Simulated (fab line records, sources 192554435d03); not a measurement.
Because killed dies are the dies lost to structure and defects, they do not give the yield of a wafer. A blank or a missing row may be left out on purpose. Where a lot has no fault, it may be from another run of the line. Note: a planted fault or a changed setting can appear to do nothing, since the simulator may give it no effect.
A lot that was struck, set against a sound lot	flow n5-finfet	18 out of 1938 route steps
Sound: these wafers, L554.1, L554.4, L554.6. Wafers struck: L565.2, L565.5, L565.6. The cause is named last.
For every step that has rows: the tool of each side, followed by ch and its chambers, followed by its first start. Under that, the readings that differ: sound wafers	struck wafers	difference of the means	sigmas: that difference in standard deviations of wafers without a fault.
alike: a reading whose means differ by less than 2 such deviations, as well as words and numbers matching on both sides. not compared: withheld readings; readings where some wafer has no value; bounds like >300 that might hide an equal value; numbers whose values overlap and for which the record gives no deviation.
Wherever a step has rows on one side only, a row that says differs or no value, or a row with sigmas, the two part there. Numbers that don't overlap but have no deviation are shown without sigmas and don't part them. Lack of a reading on every wafer of one side parts them only where that side has two or more wafers.

first, 1 step without rows for these wafers: N5_STI_FIN_REVEAL_SRD_21 (time 30 s).
N5_STI_FIN_REVEAL_OXIDATION_33: chemistry O2 PLASMA REMOTE, time 20 s.
  sound on plasma-asher-02 ch 0,1, day 3 06:40; struck on plasma-asher-01 ch 0,1, day 6 00:53
  alike: drypump-motor-current-A, heater-power-w, o2-flow-sccm
  not compared: rf-hours-counter-h
then, 2 steps without rows for these wafers: N5_STI_FIN_REVEAL_CLEAN_19 (cleans in O3/DIW, time 120 s); N5_STI_FIN_REVEAL_SRD_23 (time 30 s).
N5_STI_FIN_REVEAL_CD_MEAS_22: target cd 6.238 nm, pitch 28 nm.
  sound on cd-sem-03, day 3 06:50; struck on cd-sem-03, day 6 01:03
  alike: cd-nm
N5_STI_FIN_REVEAL_FIN_H_MEAS_10:
  sound on ocd-01, day 3 06:52; struck on ocd-02, day 6 01:05
  alike: trench-depth-nm
then, 2 steps without rows for these wafers: N5_STI_FIN_REVEAL_PRECLEAN_18 (cleans in SC2, time 45 s); N5_STI_FIN_REVEAL_SRD_28 (time 30 s).
N5_STI_FIN_REVEAL_INSPECT_13: inspects for defects (darkfield).
  sound on defect-inspect-02, day 3 06:57; struck on defect-inspect-02, day 6 01:11
  alike: raw-defect-count
then, 2 steps without rows for these wafers: N5_DUMMY_GATE_PRECLEAN_00 (cleans in O3/DIW, time 60 s); N5_DUMMY_GATE_SRD_01 (time 30 s).
N5_DUMMY_GATE_ALD_02: deposits SiO2, target thk 2 nm, pulse time 1 s.
  sound on ald-sin-02 ch 0,1,3, day 3 07:02; struck on ald-sin-04 ch 2,3, day 6 01:16
  alike: heater-power-outer-w, heater-power-w, precursor-pulse-height-rel
N5_DUMMY_GATE_CVD_03: deposits a-Si from SiH4, target thk 150 nm, time 8042 s.
  sound on lpcvd-02 ch 0/40,0/54,0/64, day 3 07:09; struck on lpcvd-01 ch 0/70,0/84,0/89, day 6 01:23
reading	sound	struck	difference	sigmas
spike-tc-bottom-C (C)	546.3 546.3 546.3	562.1 562.1 562.1	+15.8	+7
spike-tc-centre-C (C)	529.3 529.3 529.3	542.0 542.0 542.0	+12.7	+21
spike-tc-lower-C (C)	528.6 528.6 528.6	543.2 543.2 543.2	+14.6	+17
spike-tc-top-C (C)	554.1 554.1 554.1	565.5 565.5 565.5	+11.4	+28
spike-tc-upper-C (C)	530.1 530.1 530.1	541.6 541.6 541.6	+11.5	+18
susceptor-temp-C (C)	530.21 530.21 530.21	542.41 542.41 542.41	+12.20	+47
zone-power-upper-pct (%)	7.9 7.9 7.9	6.4 6.4 6.4	-1.5	-3
model.a-Si_of_DUMMY_GATE_CVD_03.thk-nm (nm)	150.8 151 149.6	214 212.8 212.4	+63	
  alike: zone-power-centre-pct
then, 2 steps without rows for these wafers: N5_DUMMY_GATE_PRECLEAN_46 (cleans in DIW, time 89.5 s); N5_DUMMY_GATE_SRD_47 (dry time 32 s).
N5_DUMMY_GATE_CMP_04: polishes a-Si.
  sound on cmp-01 ch 1,2, day 3 10:55; struck on cmp-04 ch 2,3, day 6 05:08
reading	sound	struck	difference	sigmas
time-to-endpoint-s (s)	14.2 17.2 12.8	25.3 23.3 23.3	+9.2	+3
  alike: motor-current-A
  not compared: pad-life-wafers
N5_DUMMY_GATE_THK_MEAS_05:
  sound on film-metro-01, day 3 11:07; struck on film-metro-01, day 6 05:21
reading	sound	struck	difference	sigmas
thk-nm (nm)	72.3 75.6 72.0	70.1 70.4 70.2	-3.1	-2
-- the record jumps here: 6 days lie between the struck wafers' starts before and after (it left off in module DUMMY_GATE and takes up again in module BEOL_M4, whose first step shown is number 1111 of the route) --
N5_BEOL_M4_RC_MEAS_101:
  sound on prober-01 ch 0, day 9 13:39; struck on prober-02 ch 0, day 12 01:32
  alike: DIBL_N, DIBL_P, IOFF_N, IOFF_P, ION_N, ION_P, SS_N, SS_P, VT_N, VT_P

WHERE THEY PART
Earliest at N5_DUMMY_GATE_CVD_03; latest, in this record, at N5_DUMMY_GATE_THK_MEAS_05. Later steps at which nothing parts them and some readings are alike: N5_BEOL_M4_RC_MEAS_101.

WHY: the cause the simulator had injected
Drift in process parameters on lpcvd-01 at N5_DUMMY_GATE_CVD_03, starting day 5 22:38. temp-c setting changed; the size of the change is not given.
